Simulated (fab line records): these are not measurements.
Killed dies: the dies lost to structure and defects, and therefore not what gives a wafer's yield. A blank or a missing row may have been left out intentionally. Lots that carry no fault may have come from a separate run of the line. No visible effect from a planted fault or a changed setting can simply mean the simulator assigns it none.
Chamber matching / flow n5-finfet / 4 sister chambers for N5_BEOL_M3_ALD_84 on ald-metal-03
The step deposits TaN, pulse time 2 s, purge time 3 s, co reactant purge time 2 s. 18 wafers are shown with their chamber, then 9 later ones without.

== WAFERS, EACH WITH ITS CHAMBER ==
wafer=L076.1; chamber=3; heater-power-outer-w (W)=259; heater-power-w (W)=506; mfc-carrier-sccm (sccm)=1498
wafer=L076.4; chamber=2; heater-power-outer-w (W)=203; heater-power-w (W)=387; mfc-carrier-sccm (sccm)=1502
wafer=L076.6; chamber=1; heater-power-outer-w (W)=242; heater-power-w (W)=425; mfc-carrier-sccm (sccm)=1496
wafer=L075.2; chamber=3; heater-power-outer-w (W)=260; heater-power-w (W)=507; mfc-carrier-sccm (sccm)=1499
wafer=L075.5; chamber=1; heater-power-outer-w (W)=238; heater-power-w (W)=419; mfc-carrier-sccm (sccm)=1505
wafer=L075.6; chamber=3; heater-power-outer-w (W)=263; heater-power-w (W)=508; mfc-carrier-sccm (sccm)=1503
wafer=L080.2; chamber=0; heater-power-outer-w (W)=237; heater-power-w (W)=398; mfc-carrier-sccm (sccm)=1502
wafer=L080.4; chamber=1; heater-power-outer-w (W)=239; heater-power-w (W)=424; mfc-carrier-sccm (sccm)=1509
wafer=L080.5; chamber=0; heater-power-outer-w (W)=240; heater-power-w (W)=392; mfc-carrier-sccm (sccm)=1506
wafer=L081.1; chamber=1; heater-power-outer-w (W)=234; heater-power-w (W)=420; mfc-carrier-sccm (sccm)=1500
wafer=L081.4; chamber=3; heater-power-outer-w (W)=258; heater-power-w (W)=497; mfc-carrier-sccm (sccm)=1505
wafer=L081.5; chamber=2; heater-power-outer-w (W)=202; heater-power-w (W)=400; mfc-carrier-sccm (sccm)=1502
wafer=L084.1; chamber=2; heater-power-outer-w (W)=199; heater-power-w (W)=402; mfc-carrier-sccm (sccm)=1493
wafer=L084.2; chamber=0; heater-power-outer-w (W)=242; heater-power-w (W)=404; mfc-carrier-sccm (sccm)=1492
wafer=L084.5; chamber=3; heater-power-outer-w (W)=256; heater-power-w (W)=493; mfc-carrier-sccm (sccm)=1496
wafer=L085.3; chamber=3; heater-power-outer-w (W)=260; heater-power-w (W)=496; mfc-carrier-sccm (sccm)=1504
wafer=L085.4; chamber=3; heater-power-outer-w (W)=264; heater-power-w (W)=493; mfc-carrier-sccm (sccm)=1502
wafer=L085.5; chamber=0; heater-power-outer-w (W)=235; heater-power-w (W)=400; mfc-carrier-sccm (sccm)=1498

SIGNATURES (means of the wafers above)
reading=heater-power-outer-w; chamber 0=238.50; chamber 1=238.25; chamber 2=201.33; chamber 3=260.00; scatter within a chamber=2.88
reading=heater-power-w; chamber 0=398.50; chamber 1=422.00; chamber 2=396.33; chamber 3=500.00; scatter within a chamber=6.01
reading=mfc-carrier-sccm; chamber 0=1499.50; chamber 1=1502.50; chamber 2=1499.00; chamber 3=1501.00; scatter within a chamber=4.83
Rule: for a wafer and a chamber, the distance is found by dividing, reading by reading, the gap between the wafer's reading and the chamber's mean by the reading's scatter, squaring, summing and taking the root. If the next closest chamber is less than 2 further off than the closest, the wafer can't be placed; otherwise it belongs to the closest. The scatter is the square root of a quotient: the sum, over the shown wafers, of each reading's squared deviation from its chamber's mean, divided by wafers minus chambers.

== WAFERS MISSING THEIR CHAMBER ==
wafer=L087.1; heater-power-outer-w (W)=203; heater-power-w (W)=402; mfc-carrier-sccm (sccm)=1506
wafer=L087.4; heater-power-outer-w (W)=238; heater-power-w (W)=409; mfc-carrier-sccm (sccm)=1501
wafer=L087.6; heater-power-outer-w (W)=200; heater-power-w (W)=397; mfc-carrier-sccm (sccm)=1503
wafer=L089.2; heater-power-outer-w (W)=231; heater-power-w (W)=419; mfc-carrier-sccm (sccm)=1505
wafer=L089.4; heater-power-outer-w (W)=237; heater-power-w (W)=398; mfc-carrier-sccm (sccm)=1504
wafer=L089.6; heater-power-outer-w (W)=201; heater-power-w (W)=399; mfc-carrier-sccm (sccm)=1493
wafer=L095.1; heater-power-outer-w (W)=198; heater-power-w (W)=403; mfc-carrier-sccm (sccm)=1495
wafer=L095.3; heater-power-outer-w (W)=230; heater-power-w (W)=396; mfc-carrier-sccm (sccm)=1502
wafer=L095.6; heater-power-outer-w (W)=263; heater-power-w (W)=506; mfc-carrier-sccm (sccm)=1499

== EACH ONE'S CHAMBER ==
wafer=L087.1; from the rows above=2; in truth=2
wafer=L087.4; from the rows above=can't be placed: 0 or 1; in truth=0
wafer=L087.6; from the rows above=2; in truth=2
wafer=L089.2; from the rows above=can't be placed: 1 or 0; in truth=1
wafer=L089.4; from the rows above=0; in truth=0
wafer=L089.6; from the rows above=2; in truth=2
wafer=L095.1; from the rows above=2; in truth=2
wafer=L095.3; from the rows above=0; in truth=0
wafer=L095.6; from the rows above=3; in truth=3
7 of 9 placed correctly. From these rows, 2 cannot be placed; in 2 the true chamber is one of the candidates. 0 placed wrongly.
